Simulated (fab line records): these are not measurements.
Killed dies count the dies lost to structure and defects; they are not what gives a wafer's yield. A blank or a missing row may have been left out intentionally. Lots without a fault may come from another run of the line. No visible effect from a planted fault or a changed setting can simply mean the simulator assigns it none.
Struck lot and sound lot, side by side || flow n5_finfet || 15 steps out of a route of 1938
Sound: these wafers, L432.1, L432.2, L432.4. Struck: wafer L422.1 (L422.2, L422.3, from the same lot, were not struck and are left out); the cause is given at the end.
Order at every step that has rows: each side's tool, ch and its chambers, its first start. Under that, the readings that differ: sound wafers || struck wafers || difference of the means || sigmas: that difference in standard deviations of wafers without a fault.
alike: a reading whose means differ by less than 2 such deviations, as well as words and numbers matching on both sides. not compared: withheld readings; readings where some wafer has no value; bounds like >300 that might hide an equal value; numbers whose values overlap and for which the record gives no deviation.
A row with sigmas, a row that says differs or no value, or rows on one side alone: a step with any of these is where the two part. Numbers that have no deviation but don't overlap get no sigmas and don't part them. Lack of a reading on every wafer of one side parts them only where that side has two or more wafers.

N5_BEOL_M8_STRIP_80: strips in N2/H2, time 10 s.
  sound on rie_diel-03 ch 0,2,3; struck on rie_diel-02 ch 0
{"reading": "rf_hours_counter_h (h)", "sound": "30 61 71", "struck": 80, "difference": "+26", "sigmas": ""}
  alike: drypump_motor_current_A, oes_product_au, rf_vpp_V, showerhead_plenum_p_Torr, throttle_valve_pct
N5_BEOL_M8_OCD_MEAS_38:
  sound on ocd-02, day 16 19:19; struck on ocd-01, day 13 06:40
{"reading": "trench_depth_nm (nm)", "sound": "95.1 97.3 94.6", "struck": 91.9, "difference": -3.8, "sigmas": -2}
then, 4 steps without rows for these wafers: N5_BEOL_M8_HM_STRIP_39 (strips TiN in peroxide tin strip, target depth 25 nm, time 158 s); N5_BEOL_M8_SRD_40 (time 30 s); N5_BEOL_M8_PRECLEAN_42 (cleans in residue remover, time 60 s); N5_BEOL_M8_SRD_43 (time 30 s).
N5_BEOL_M8_CD_MEAS_35: the cd target is 40 nm.
  sound on cd_sem-01, day 16 19:28; struck on cd_sem-02, day 13 06:49
  alike: cd_nm
then, 2 steps without rows for these wafers: N5_BEOL_M8_CURE_75 (cures SiCOH lowk, time 120 s); N5_BEOL_M8_DEGAS_44 (time 60 s).
N5_BEOL_M8_PRE_CLEAN_45: time 30 s.
  sound on pvd_sputter-01, day 16 20:04; struck on pvd_sputter-01, day 13 07:16
  alike: heater_power_w, susceptor_temp_C
N5_BEOL_M8_ALD_77: deposits TaN, target thk 2 nm, pulse time 2 s, purge time 3 s.
  sound on ald_metal-01 ch 0,1,2, day 16 20:07; struck on ald_metal-03 ch 3, day 13 07:20
  alike: heater_power_w, susceptor_temp_C
N5_BEOL_M8_SURFACE_TREAT_79:
  sound on pvd_sputter-02, day 16 20:42; struck on pvd_sputter-03, day 13 07:40
  not compared: throttle_valve_pct
N5_BEOL_M8_CVD_78: deposits Co from CCTBA/H2, target thk 2 nm, time 142.3 s.
  sound on cvd_co-01 ch 0,2, day 16 20:49; struck on cvd_co-01 ch 1, day 13 07:46
{"reading": "run_length_s (s)", "sound": "164.4 165.0 165.0", "struck": 240.1, "difference": "+75.3", "sigmas": "+99 or more"}
N5_BEOL_M8_SPUTTER_48: material Cu, target thk 10 nm, time 1.667 s.
  sound on pvd_sputter-02, day 16 20:59; struck on pvd_sputter-02, day 13 07:58
  alike: chuck_gas_flow_sccm, susceptor_temp_C, throttle_valve_pct
-- the record jumps here: 3 days lie between the struck wafers' starts before and after (it left off in module BEOL_M8 and takes up again in module PASSIVATION, whose first step shown is number 1936 of the route) --
N5_PASSIVATION_PROBE_49:
  sound on prober-02, day 19 12:50; struck on prober-02, day 16 10:37
{"reading": "killed_at_front_end", "sound": "45 22 47", "struck": 65, "difference": "+27", "sigmas": "+2"}
  alike: defect_limited_yield, killed_at_M0_to_M3, killed_at_M4_up, killed_at_contacts, killed_at_other, killed_dies, killed_open, killed_short, sort_bin_5_function, sort_bin_6_memory, sort_n_pass, sort_yield_pct

WHERE THEY PART
First at N5_BEOL_M8_OCD_MEAS_38; last, within this record, at N5_PASSIVATION_PROBE_49.

WHY: what the simulator had put in
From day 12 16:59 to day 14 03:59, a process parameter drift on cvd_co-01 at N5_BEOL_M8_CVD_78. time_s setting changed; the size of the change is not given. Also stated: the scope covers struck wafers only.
